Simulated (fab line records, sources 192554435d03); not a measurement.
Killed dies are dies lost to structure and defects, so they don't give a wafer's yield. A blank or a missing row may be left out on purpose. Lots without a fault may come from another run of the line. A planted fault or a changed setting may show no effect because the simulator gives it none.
fab line records | flow n5_finfet
record lots=24 wafers=72 last_day=20
route steps=1938 shown BEOL_M11@1538 BEOL_M12@1636
lots that met no fault: from a run of the same line without faults
start_h: hours from the record's first day to the start of the lot's first wafer shown | wait_h: hours since the lot's step before | " the same as in the row above | L1.1+2: a row that stands for several wafers | - no value, or no start given | * or withheld: withheld | < > ~ a bound
route shown NAME@n: a module of which the file shows steps, and the number in the route of the first | usual: mean/standard deviation of fault-free wafers | same: alike in all rows | chamber/n: place in a boat | sites: the reading at each site | _std_site: their standard deviation | _edge_site: outer sites' mean less inner sites' | radius_mm: how far each site lies from the wafer's centre | mask NAME#n: copy n | behind: the tool/chamber that last shaped the wafer | hold: why the lot was held/for how many hours/how that ended | device: the transistor (n, p or np) that didn't switch | end of line: the same wafers' tests at the end of the route | a step without rows: its recipe alone | killed: dies lost to structure and defects at the first sort, not the wafer's yield | map: a wafer's dies, x killed, . not, _ none there
set.NAME: the setting as run; set.NAME@STEP: as run at that earlier step | model.NAME: the simulator's own value behind a step, which no gauge read
steps of the route over a sample of lots; a table a step, a row a wafer
services: from which hour (start_h, from the record's first day; less than 0 if before it) a tool's chamber was out of use, for how many hours, and why
## steps
# step N5_BEOL_M11_THK_MEAS_01
# recipe reads=SiCOH_lowk_of_BEOL_M11_ILD_DEP_00
# usual M11_ILD_THK=268/4
# columns lot.wafer tool chamber start_h wait_h M11_ILD_THK[nm]
L074.2 film_metro-02 - 257.35 0.4 267
L074.3 " - " " 267
L074.5 " - " " 269
L075.3 film_metro-01 - 273.31 0.3 262
L075.5 " - " " 267
L075.6 " - " " 273
L078.1 film_metro-01 - 278.69 0.4 271
L078.3 " - " " 269
L078.6 " - " " 276
L076.1 film_metro-01 - 282.22 0.4 268
L076.4 " - " " 270
L076.5 " - " " 269
L077.1 film_metro-02 - 286.84 0.4 270
L077.4 " - " " 270
L077.5 " - " " 274
L079.1 film_metro-01 - 294.83 0.4 259
L079.4 " - " " 272
L079.6 " - " " 262
L083.2 film_metro-02 - 303.23 0.4 268
L083.5 " - " " 268
L083.6 " - " " 275
L082.2 film_metro-02 - 305.23 0.4 267
L082.4 " - " " 268
L082.5 " - " " 270
L080.1 film_metro-02 - 315.56 0.4 270
L080.3 " - " " 267
L080.6 " - " " 273
L081.2 film_metro-01 - 324.92 0.4 258
L081.3 " - " " 255
L081.4 " - " " 271
L084.1 film_metro-01 - 327.93 0.4 262
L084.4 " - " " 264
L084.6 " - " " 266
L085.1 film_metro-02 - 333.56 0.4 267
L085.2 " - " " 264
L085.4 " - " " 272
L088.1 film_metro-01 - 343.12 0.8 262
L088.2 " - " " 260
L088.6 " - " " 270
L087.1 film_metro-01 - 348.40 0.8 267
L087.2 " - " " 266
L087.4 " - " " 269
L089.1 film_metro-02 - 356.48 0.4 266
L089.2 " - " " 268
L089.6 " - " " 273
L086.2 film_metro-01 - 357.20 0.4 265
L086.4 " - " " 272
L086.6 " - " " 268
L091.1 film_metro-01 - 357.93 0.4 267
L091.4 " - " " 271
L091.5 " - " " 270
L093.3 film_metro-01 - 373.81 0.3 267
L093.4 " - " " 278
L093.6 " - " " 273
L092.1 film_metro-02 - 374.29 0.4 269
L092.3 " - " " 270
L092.5 " - " " 276
L090.1 film_metro-02 - 387.02 0.4 268
L090.3 " - " " 268
L090.5 " - " " 276
L094.4 film_metro-02 - 396.47 0.4 274
L094.5 " - " " 268
L094.6 " - " " 267
L096.2 film_metro-02 - 402.62 0.4 267
L096.3 " - " " 274
L096.4 " - " " 272
L097.1 film_metro-01 - 410.70 0.8 266
L097.4 " - " " 271
L097.6 " - " " 269
L095.2 film_metro-01 - 417.98 0.7 266
L095.4 " - " " 265
L095.5 " - " " 265
# step N5_BEOL_M11_INSPECT_13
# recipe mode=adi inspect_instrument=brightfield
# usual raw_defect_count=420/93
# columns lot.wafer tool chamber start_h wait_h raw_defect_count
L074.2 defect_inspect-02 - 258.32 0.0 400
L074.3 " - " " 367
L074.5 " - " " 322
L075.3 defect_inspect-02 - 274.62 0.0 409
L075.5 " - " " 353
L075.6 " - " " 396
L078.1 defect_inspect-02 - 280.21 0.0 370
L078.3 " - " " 404
L078.6 " - " " 437
L076.1 defect_inspect-02 - 283.38 0.0 350
L076.4 " - " " 430
L076.5 " - " " 410
L077.1 defect_inspect-01 - 288.22 0.0 576
L077.4 " - " " 583
L077.5 " - " " 713
L079.1 defect_inspect-01 - 296.30 0.0 369
L079.4 " - " " 313
L079.6 " - " " 279
L083.2 defect_inspect-02 - 304.31 0.0 422
L083.5 " - " " 551
L083.6 " - " " 433
L082.2 defect_inspect-01 - 306.83 0.0 364
L082.4 " - " " 363
L082.5 " - " " 335
L080.1 defect_inspect-02 - 317.51 0.0 466
L080.3 " - " " 420
L080.6 " - " " 376
L081.2 defect_inspect-01 - 326.34 0.0 407
L081.3 " - " " 340
L081.4 " - " " 425
L084.1 defect_inspect-02 - 329.50 0.0 424
L084.4 " - " " 397
L084.6 " - " " 384
L085.1 defect_inspect-01 - 335.41 0.0 438
L085.2 " - " " 408
L085.4 " - " " 296
L088.1 defect_inspect-01 - 345.67 0.0 333
L088.2 " - " " 290
L088.6 " - " " 301
L087.1 defect_inspect-01 - 349.52 0.0 556
L087.2 " - " " 584
L087.4 " - " " 483
L089.1 defect_inspect-01 - 359.07 0.0 571
L089.2 " - " " 474
L089.6 " - " " 412
L086.2 defect_inspect-01 - 359.48 0.0 269
L086.4 " - " " 442
L086.6 " - " " 376
L091.1 defect_inspect-01 - 359.64 0.0 359
L091.4 " - " " 394
L091.5 " - " " 396
L093.3 defect_inspect-01 - 377.71 0.0 390
L093.4 " - " " 447
L093.6 " - " " 495
L092.1 defect_inspect-01 - 377.75 0.0 335
L092.3 " - " " 369
L092.5 " - " " 508
L090.1 defect_inspect-01 - 401.51 0.0 665
L090.3 " - " " 448
L090.5 " - " " 392
L094.4 defect_inspect-01 - 401.55 0.0 482
L094.5 " - " " 294
L094.6 " - " " 368
L096.2 defect_inspect-01 - 405.39 0.0 461
L096.3 " - " " 301
L096.4 " - " " 305
L097.1 defect_inspect-01 - 414.30 0.0 464
L097.4 " - " " 476
L097.6 " - " " 417
L095.2 defect_inspect-02 - 420.46 0.0 498
L095.4 " - " " 465
L095.5 " - " " 399
# step N5_BEOL_M11_HM_OPEN_17
# recipe chemistry=Cl2/BCl3 target_depth_a=200 overetch_a=60 target=TiN mask_material=SOC ion_energy_ev=150 pressure_mtorr=10 icp_w=1000 bias_w=126 Cl2_flow_sccm=53.25 bcl3_flow_sccm=21.75 Ar_flow_sccm=25
# usual chamber_pressure_mTorr=9.999/0.008 drypump_motor_current_A=5.70/0.13 oes_product_au=0.72/0.054 throttle_valve_pct=22.23/0.18
# columns lot.wafer tool chamber start_h wait_h chamber_pressure_mTorr drypump_motor_current_A oes_product_au rf_hours_counter_h throttle_valve_pct
L074.2 rie_metal-03 1 258.62 0.0 10.001 5.74 0.77 7 22.18
L074.3 " 0 " " 10.008 5.71 0.53 - 22.63
L074.5 " 1 " " 10.003 5.73 0.76 - 22.18
L075.3 rie_metal-01 1 275.16 0.1 10.018 5.86 0.74 - 22.49
L075.5 " 1 " " 10.008 5.84 0.74 - 22.51
L075.6 " 0 " " 10.000 5.75 0.75 - 22.25
L078.1 rie_metal-01 0 280.52 0.0 9.991 5.72 0.75 17 22.26
L078.3 " 0 " " 10.009 5.73 0.75 - 22.26
L078.6 " 0 " " 10.004 5.73 0.75 - 22.27
L076.1 rie_metal-03 1 284.24 0.0 9.997 5.73 0.75 9 22.18
L076.4 " 1 " " 9.988 5.73 0.74 - 22.20
L076.5 " 1 " " 10.006 5.70 0.76 - 22.18
L077.1 rie_metal-03 1 288.98 0.0 9.994 5.73 0.76 10 22.15
L077.4 " 1 " " 9.998 5.72 0.76 - 22.16
L077.5 " 1 " " 10.002 5.76 0.76 - 22.15
L079.1 rie_metal-03 1 296.60 0.0 9.991 5.73 0.74 11 22.19
L079.4 " 1 " " 10.005 5.76 0.74 - 22.17
L079.6 " 1 " " 10.010 5.74 0.74 - 22.19
L083.2 rie_metal-03 0 304.62 0.0 10.012 5.70 0.85 1 22.19
L083.5 " 0 " " 9.998 5.70 0.84 - 22.20
L083.6 " 1 " " 10.000 5.71 0.74 - 22.18
L082.2 rie_metal-03 1 307.13 0.0 9.987 5.73 0.73 13 22.21
L082.4 " 1 " " 10.006 5.74 0.73 - 22.18
L082.5 " 1 " " 10.006 5.71 0.73 - 22.21
L080.1 rie_metal-01 1 318.14 0.0 9.996 5.83 0.72 18 22.50
L080.3 " 1 " " 9.977 5.85 0.72 - 22.51
L080.6 " 1 " " 10.007 5.84 0.72 - 22.50
L081.2 rie_metal-02 1 326.64 0.0 9.996 5.42 0.67 38 22.11
L081.3 " 1 " " 10.004 5.34 0.69 - 22.12
L081.4 " 0 " " 10.002 5.66 0.66 - 21.89
L084.1 rie_metal-01 1 329.81 0.0 9.997 5.85 0.73 19 22.50
L084.4 " 1 " " 9.998 5.89 0.71 - 22.51
L084.6 " 0 " " 10.007 5.75 0.73 - 22.28
L085.1 rie_metal-01 0 335.72 0.0 9.991 5.74 0.73 22 22.28
L085.2 " 1 " " 10.002 5.81 0.72 19 22.50
L085.4 " 1 " " 10.004 5.81 0.72 - 22.51
L088.1 rie_metal-01 1 345.98 0.0 9.984 5.85 0.71 20 22.52
L088.2 " 0 " " 10.005 5.74 0.72 23 22.28
L088.6 " 0 " " 9.999 5.75 0.72 - 22.29
L087.1 rie_metal-03 0 349.83 0.0 10.014 5.71 0.80 5 22.21
L087.2 " 1 " " 9.995 5.75 0.72 17 22.19
L087.4 " 0 " " 9.989 5.71 0.80 - 22.19
L089.1 rie_metal-02 0 359.37 0.0 9.997 5.66 0.65 50 21.89
L089.2 " 1 " " 10.017 5.36 0.68 42 22.12
L089.6 " 0 " " 9.998 5.68 0.66 - 21.87
L086.2 rie_metal-01 1 359.80 0.0 10.005 5.87 0.71 21 22.50
L086.4 " 0 " " 9.993 5.72 0.73 - 22.27
L086.6 " 0 " " 10.010 5.69 0.73 - 22.28
L091.1 rie_metal-03 1 359.95 0.0 9.991 5.74 0.72 17 22.18
L091.4 " 0 " " 10.000 5.70 0.80 - 22.20
L091.5 " 0 " " 10.015 5.70 0.80 - 22.19
L093.3 rie_metal-03 1 378.66 0.1 10.013 5.75 0.72 - 22.21
L093.4 " 0 " " 9.991 5.72 0.78 - 22.20
L093.6 " 1 " " 9.978 5.72 0.72 - 22.20
L092.1 rie_metal-02 1 378.83 0.0 10.005 5.34 0.67 43 22.13
L092.3 " 0 " " 9.978 5.62 0.65 - 21.88
L092.5 " 0 " " 9.998 5.64 0.66 - 21.89
L090.1 rie_metal-01 1 402.75 0.0 10.007 5.85 0.71 24 22.52
L090.3 " 1 " " 10.002 5.86 0.69 - 22.53
L090.5 " 0 " " 10.011 5.75 0.71 - 22.29
L094.4 rie_metal-03 0 402.84 0.1 9.997 5.67 0.79 - 22.20
L094.5 " 0 " " 9.998 5.69 0.78 - 22.21
L094.6 " 1 " " 9.994 5.69 0.72 - 22.18
L096.2 rie_metal-03 1 406.46 0.0 9.987 5.74 0.70 21 22.20
L096.3 " 0 " " 10.008 5.72 0.78 - 22.21
L096.4 " 1 " " 9.998 5.76 0.70 - 22.20
L097.1 rie_metal-02 0 414.84 0.0 9.998 5.63 0.64 54 21.90
L097.4 " 1 " " 10.004 5.36 0.66 - 22.14
L097.6 " 0 " " 9.996 5.65 0.64 - 21.89
L095.2 rie_metal-02 1 420.77 0.0 9.994 5.31 0.67 47 22.13
L095.4 " 1 " " 9.985 5.33 0.67 - 22.13
L095.5 " 0 " " 9.983 5.64 0.64 - 21.90
# step N5_BEOL_M11_INSPECT_30
# recipe mode=adi inspect_instrument=brightfield
# usual raw_defect_count=424/91
# columns lot.wafer tool chamber start_h wait_h raw_defect_count
L074.2 defect_inspect-02 - 259.94 0.0 395
L074.3 " - " " 346
L074.5 " - " " 322
L075.3 defect_inspect-01 - 275.77 0.0 414
L075.5 " - " " 359
L075.6 " - " " 401
L078.1 defect_inspect-01 - 282.20 0.0 359
L078.3 " - " " 403
L078.6 " - " " 448
L076.1 defect_inspect-01 - 286.57 0.0 325
L076.4 " - " " 431
L076.5 " - " " 391
L077.1 defect_inspect-02 - 290.93 0.0 595
L077.4 " - " " 573
L077.5 " - " " 715
L079.1 defect_inspect-01 - 298.88 0.0 405
L079.4 " - " " 289
L079.6 " - " " 292
L083.2 defect_inspect-02 - 305.67 0.0 444
L083.5 " - " " 538
L083.6 " - " " 458
L082.2 defect_inspect-02 - 311.78 0.0 416
L082.4 " - " " 373
L082.5 " - " " 330
L080.1 defect_inspect-02 - 320.58 0.0 471
L080.3 " - " " 442
L080.6 " - " " 365
L081.2 defect_inspect-01 - 329.80 0.0 400
L081.3 " - " " 346
L081.4 " - " " 425
L084.1 defect_inspect-02 - 331.44 0.0 417
L084.4 " - " " 392
L084.6 " - " " 400
L085.1 defect_inspect-01 - 337.27 0.0 435
L085.2 " - " " 397
L085.4 " - " " 312
L088.1 defect_inspect-02 - 347.24 0.0 342
L088.2 " - " " 305
L088.6 " - " " 313
L087.1 defect_inspect-02 - 350.81 0.0 548
L087.2 " - " " 592
L087.4 " - " " 469
L089.1 defect_inspect-01 - 361.34 0.0 515
L089.2 " - " " 477
L089.6 " - " " 410
L086.2 defect_inspect-02 - 361.51 0.0 278
L086.4 " - " " 492
L086.6 " - " " 380
L091.1 defect_inspect-01 - 361.68 0.0 367
L091.4 " - " " 377
L091.5 " - " " 400
L093.3 defect_inspect-01 - 383.53 0.0 422
L093.4 " - " " 441
L093.6 " - " " 487
L092.1 defect_inspect-01 - 383.57 0.0 342
L092.3 " - " " 370
L092.5 " - " " 496
L094.4 defect_inspect-02 - 404.61 0.0 469
L094.5 " - " " 325
L094.6 " - " " 386
L090.1 defect_inspect-02 - 404.78 0.0 659
L090.3 " - " " 467
L090.5 " - " " 394
L096.2 defect_inspect-02 - 407.07 0.0 471
L096.3 " - " " 319
L096.4 " - " " 340
L097.1 defect_inspect-01 - 419.27 0.0 464
L097.4 " - " " 489
L097.6 " - " " 434
L095.2 defect_inspect-02 - 421.41 0.0 491
L095.4 " - " " 476
L095.5 " - " " 406
# step N5_BEOL_M11_SPUTTER_48
# recipe material=Cu target_thk_a=120 temp_c=-20 bias_v=60 power_w=26000 chamber_pressure_pa=0.13 time_s=2
# usual susceptor_temp_C=-20.01/0.11 throttle_valve_pct=29.6/0.84
# same time_s=2
# columns lot.wafer tool chamber start_h wait_h susceptor_temp_C throttle_valve_pct
L074.2 pvd_sputter-02 - 262.14 0.2 -20.01 29.5
L074.3 " - " " -20.12 28.9
L074.5 " - " " -19.84 29.7
L075.3 pvd_sputter-01 - 279.04 1.5 -19.91 30.6
L075.5 " - " " -19.89 29.0
L075.6 " - " " -20.16 30.8
L078.1 pvd_sputter-01 - 284.48 0.1 -19.94 30.8
L078.3 " - " " -20.15 28.4
L078.6 " - " " -19.83 30.8
L076.1 pvd_sputter-01 - 288.69 0.1 -20.02 30.4
L076.4 " - " " -20.20 30.8
L076.5 " - " " -20.08 28.5
L077.1 pvd_sputter-03 - 292.74 0.1 -19.86 28.6
L077.4 " - " " -20.00 29.3
L077.5 " - " " -20.07 29.9
L079.1 pvd_sputter-03 - 301.12 0.4 -20.00 28.6
L079.4 " - " " -19.95 31.0
L079.6 " - " " -20.00 31.4
L083.2 pvd_sputter-01 - 307.44 0.1 -20.15 28.9
L083.5 " - " " -20.08 28.5
L083.6 " - " " -19.94 30.6
L082.2 pvd_sputter-02 - 313.89 0.2 -20.13 29.0
L082.4 " - " " -19.94 30.6
L082.5 " - " " -19.98 29.9
L080.1 pvd_sputter-02 - 322.33 0.1 -20.02 28.9
L080.3 " - " " -19.96 29.5
L080.6 " - " " -19.93 30.4
L081.2 pvd_sputter-01 - 332.07 0.1 -19.84 30.2
L081.3 " - " " -20.34 29.1
L081.4 " - " " -20.11 28.6
L084.1 pvd_sputter-02 - 333.82 0.2 -20.03 28.9
L084.4 " - " " -20.00 29.4
L084.6 " - " " -19.94 28.9
L085.1 pvd_sputter-01 - 341.06 1.3 -20.07 30.6
L085.2 " - " " -20.04 29.0
L085.4 " - " " -20.06 28.5
L088.1 pvd_sputter-02 - 349.10 0.1 -20.22 29.5
L088.2 " - " " -19.99 29.7
L088.6 " - " " -20.08 28.7
L087.1 pvd_sputter-02 - 354.60 0.1 -20.00 29.1
L087.2 " - " " -19.95 29.6
L087.4 " - " " -20.10 29.4
L089.1 pvd_sputter-03 - 363.79 0.2 -19.99 28.6
L089.2 " - " " -19.83 29.9
L089.6 " - " " -19.99 30.1
L091.1 pvd_sputter-03 - 364.81 0.1 -20.04 28.7
L091.4 " - " " -20.06 31.1
L091.5 " - " " -19.83 28.7
L086.2 pvd_sputter-03 - 364.99 0.1 -20.10 29.2
L086.4 " - " " -19.86 30.1
L086.6 " - " " -20.09 29.5
L093.3 pvd_sputter-02 - 387.31 0.1 -20.29 29.2
L093.4 " - " " -19.99 29.8
L093.6 " - " " -20.22 29.3
L092.1 pvd_sputter-02 - 387.39 0.1 -20.11 29.0
L092.3 " - " " -20.16 30.3
L092.5 " - " " -20.06 28.8
L094.4 pvd_sputter-03 - 407.01 0.1 -20.07 29.6
L094.5 " - " " -20.10 29.2
L094.6 " - " " -20.02 29.9
L090.1 pvd_sputter-03 - 407.21 0.1 -19.91 28.8
L090.3 " - " " -19.99 31.3
L090.5 " - " " -19.91 28.4
L096.2 pvd_sputter-03 - 410.01 0.1 -20.01 29.1
L096.3 " - " " -20.00 29.9
L096.4 " - " " -19.97 31.0
L097.1 pvd_sputter-03 - 421.44 0.2 -19.95 28.9
L097.4 " - " " -19.80 29.9
L097.6 " - " " -19.89 29.1
L095.2 pvd_sputter-02 - 425.36 0.1 -20.05 30.3
L095.4 " - " " -19.99 29.3
L095.5 " - " " -20.03 29.2
# step N5_BEOL_M12_ETCH_67
# recipe chemistry=CF4 target=SiARC target_depth_a=1430 time_s=238.3 ion_energy_ev=80 pressure_mtorr=40 source_w=545 bias_w=36 Ar_flow_sccm=100 cf4_flow_sccm=100 ends=cleared
# usual chamber_pressure_mTorr=40.00/0.035 drypump_motor_current_A=5.6/0.4 etch_rf_on_time_s=236/7.4 oes_product_au=0.67/0.078 rf_vpp_V=184.0/1.4 showerhead_plenum_p_Torr=2.13/0.082 throttle_valve_pct=15.63/0.28
# columns lot.wafer tool chamber start_h wait_h chamber_pressure_mTorr drypump_motor_current_A etch_rf_on_time_s oes_product_au rf_hours_counter_h rf_vpp_V showerhead_plenum_p_Torr throttle_valve_pct
L074.2 rie_diel-04 1 264.85 0.0 39.96 6.1 238 0.61 205 181.1 2.06 16.00
L074.3 " 2 " " 40.01 5.6 229 0.73 57 185.9 2.19 15.88
L074.5 " 2 " " 40.06 5.6 228 0.74 - 184.9 2.19 15.86
L075.3 rie_diel-01 0 281.64 0.0 40.01 6.2 228 0.81 11 185.5 2.19 15.36
L075.5 " 1 " " 39.90 5.8 249 0.64 - 185.6 2.23 15.50
L075.6 " 2 " " 40.01 5.1 239 0.58 - 185.0 2.10 15.77
L078.1 rie_diel-01 1 288.42 0.0 39.98 5.8 245 0.64 153 184.6 2.23 15.50
L078.3 " 0 " " 40.08 6.2 226 0.82 14 185.8 2.19 15.37
L078.6 " 1 " " 40.01 5.8 245 0.64 - 186.5 2.23 15.50
L076.1 rie_diel-01 2 291.22 0.0 39.99 5.1 239 0.59 242 185.2 2.10 15.78
L076.4 " 0 " " 39.96 6.3 231 0.80 15 183.5 2.19 15.36
L076.5 " 0 " " 40.04 6.2 229 0.80 - 184.0 2.19 15.37
L077.1 rie_diel-01 2 295.87 0.0 39.98 5.1 239 0.59 244 182.6 2.10 15.78
L077.4 " 3 " " 39.99 5.0 244 0.62 181 182.5 2.05 15.81
L077.5 " 3 " " 39.99 5.1 244 0.62 - 183.4 2.05 15.79
L079.1 rie_diel-05 2 303.60 0.0 39.93 5.2 233 0.81 8 184.3 2.19 15.34
L079.4 " 0 " " 39.99 5.2 241 0.60 - 184.2 2.02 15.51
L079.6 " 3 " " 40.05 5.4 231 0.80 - 186.3 2.29 15.18
L083.2 rie_diel-05 2 310.26 0.0 39.98 5.3 234 0.79 11 186.0 2.19 15.35
L083.5 " 2 " " 39.96 5.3 235 0.79 - 185.3 2.19 15.35
L083.6 " 3 " " 40.00 5.5 231 0.79 - 186.6 2.29 15.19
L082.2 rie_diel-01 0 317.09 0.0 39.99 6.2 231 0.78 23 185.6 2.19 15.39
L082.4 " 3 " " 40.02 5.1 244 0.62 - 182.7 2.05 15.81
L082.5 " 0 " " 40.05 6.2 231 0.79 - 185.4 2.19 15.40
L080.1 rie_diel-01 0 325.50 0.0 40.00 6.3 230 0.79 28 184.9 2.19 15.39
L080.3 " 1 " " 40.00 5.8 249 0.63 164 185.6 2.23 15.52
L080.6 " 3 " " 40.01 5.0 246 0.61 - 182.8 2.04 15.82
L081.2 rie_diel-04 0 335.00 0.0 40.00 5.8 236 0.63 176 183.3 2.11 15.26
L081.3 " 3 " " 40.05 5.5 222 0.65 199 184.3 2.03 15.71
L081.4 " 2 " " 39.93 5.6 227 0.71 86 184.2 2.18 15.94
L084.1 rie_diel-04 1 336.42 0.0 40.01 6.1 234 0.61 233 181.2 2.05 16.05
L084.4 " 1 " " 39.99 6.1 236 0.59 - 182.8 2.05 16.04
L084.6 " 2 " " 39.97 5.6 226 0.71 - 185.6 2.18 15.92
L085.1 rie_diel-04 1 343.82 0.0 39.95 6.1 239 0.59 236 182.8 2.05 16.04
L085.2 " 3 " " 39.97 5.5 228 0.64 203 183.1 2.03 15.71
L085.4 " 1 " " 39.99 6.1 240 0.59 - 183.4 2.05 16.04
L088.1 rie_diel-05 3 353.07 0.0 40.00 5.5 226 0.79 35 185.6 2.28 15.21
L088.2 " 1 " " 39.98 6.1 236 0.63 187 184.2 2.11 15.90
L088.6 " 2 " " 39.93 5.3 235 0.77 - 185.6 2.19 15.38
L087.1 rie_diel-04 1 358.65 0.0 39.98 6.1 239 0.59 245 182.1 2.04 16.08
L087.2 " 2 " " 40.06 5.6 230 0.69 99 185.2 2.18 15.94
L087.4 " 3 " " 40.04 5.5 226 0.63 - 183.0 2.03 15.72
L089.1 rie_diel-05 3 368.14 0.0 39.97 5.5 229 0.76 45 187.1 2.28 15.23
L089.2 " 0 " " 40.06 5.1 236 0.84 1 185.5 2.27 15.07
L089.6 " 3 " " 40.00 5.5 227 0.77 - 185.7 2.28 15.23
L091.1 rie_diel-04 1 369.14 0.0 40.04 6.1 239 0.59 251 182.8 2.04 16.08
L091.4 " 3 " " 39.96 5.5 227 0.62 218 183.4 2.03 15.73
L091.5 " 0 " " 39.97 5.8 243 0.62 - 183.0 2.11 15.26
L086.2 rie_diel-04 2 369.62 0.0 40.02 5.6 229 0.70 105 183.3 2.18 15.96
L086.4 " 1 " " 40.01 6.1 237 0.59 251 182.2 2.04 16.08
L086.6 " 0 " " 39.94 5.8 246 0.61 - 183.9 2.11 15.27
L093.3 rie_diel-01 0 390.05 0.0 39.97 6.2 233 0.74 50 184.5 2.18 15.43
L093.4 " 2 " " 39.96 5.2 234 0.82 13 183.2 2.09 15.31
L093.6 " 2 " " 40.06 5.1 235 0.82 - 183.5 2.09 15.29
L092.1 rie_diel-04 3 390.64 0.0 40.03 5.5 225 0.62 225 182.5 2.03 15.75
L092.3 " 3 " " 39.98 5.5 223 0.63 - 182.6 2.03 15.73
L092.5 " 2 " " 40.01 5.6 228 0.68 - 183.3 2.17 15.96
L094.4 rie_diel-04 0 410.43 0.1 40.09 5.8 243 0.61 - 184.4 2.11 15.30
L094.5 " 3 " " 40.00 5.5 228 0.62 - 182.9 2.02 15.78
L094.6 " 2 " " 40.02 5.6 227 0.69 - 184.2 2.17 16.00
L090.1 rie_diel-01 3 410.49 0.0 40.05 5.0 243 0.60 221 181.9 2.04 15.89
L090.3 " 2 " " 39.98 5.1 232 0.80 21 184.2 2.09 15.32
L090.5 " 3 " " 40.04 5.0 245 0.59 - 182.8 2.04 15.88
L096.2 rie_diel-01 3 412.68 0.0 40.07 5.0 244 0.60 222 182.2 2.04 15.90
L096.3 " 2 " " 39.99 5.1 234 0.80 21 182.9 2.09 15.33
L096.4 " 1 " " 39.98 5.8 250 0.61 194 184.5 2.22 15.59
L097.1 rie_diel-01 0 423.97 0.0 39.98 6.2 233 0.73 62 184.9 2.17 15.46
L097.4 " 1 " " 40.01 5.8 251 0.61 198 183.0 2.22 15.60
L097.6 " 0 " " 40.06 6.2 231 0.73 - 184.6 2.18 15.46
L095.2 rie_diel-05 3 427.98 0.0 40.01 5.5 227 0.75 63 186.3 2.27 15.27
L095.4 " 1 " " 40.02 6.1 236 0.61 210 183.0 2.10 15.96
L095.5 " 1 " " 40.05 6.1 236 0.61 - 181.7 2.10 15.95
## services
# columns tool chamber start_h hours kind
rie_diel-05 3 240.08 - clean
rie_diel-05 3 240.08 - consumable_replace:focus_ring
rie_diel-05 3 240.08 - consumable_replace:showerhead
rie_diel-05 3 240.08 25.9 scheduled_down
rie_diel-05 3 240.08 25.9 vent_cycle
rie_metal-03 - 256.49 1.2 repair
rie_diel-04 0 268.44 10.6 repair
rie_diel-05 2 269.41 - clean
rie_metal-03 0 273.67 - clean
rie_metal-03 0 273.67 26.6 scheduled_down
rie_metal-03 0 273.67 26.6 vent_cycle
rie_diel-04 3 273.77 2.0 repair
rie_diel-05 1 286.76 30.4 repair
rie_diel-01 1 313.20 6.2 repair
rie_diel-01 2 319.40 - clean
rie_diel-01 2 319.40 - consumable_replace:focus_ring
rie_diel-01 2 319.40 19.2 scheduled_down
rie_diel-01 2 319.40 19.2 vent_cycle
rie_diel-01 - 351.84 15.6 pm
rie_diel-04 1 380.23 18.4 repair
rie_diel-04 0 386.71 4.0 repair
pvd_sputter-01 - 393.50 73.0 repair
rie_diel-04 - 416.71 2.8 pm
rie_diel-01 0 427.65 10.6 repair
## key
fault none
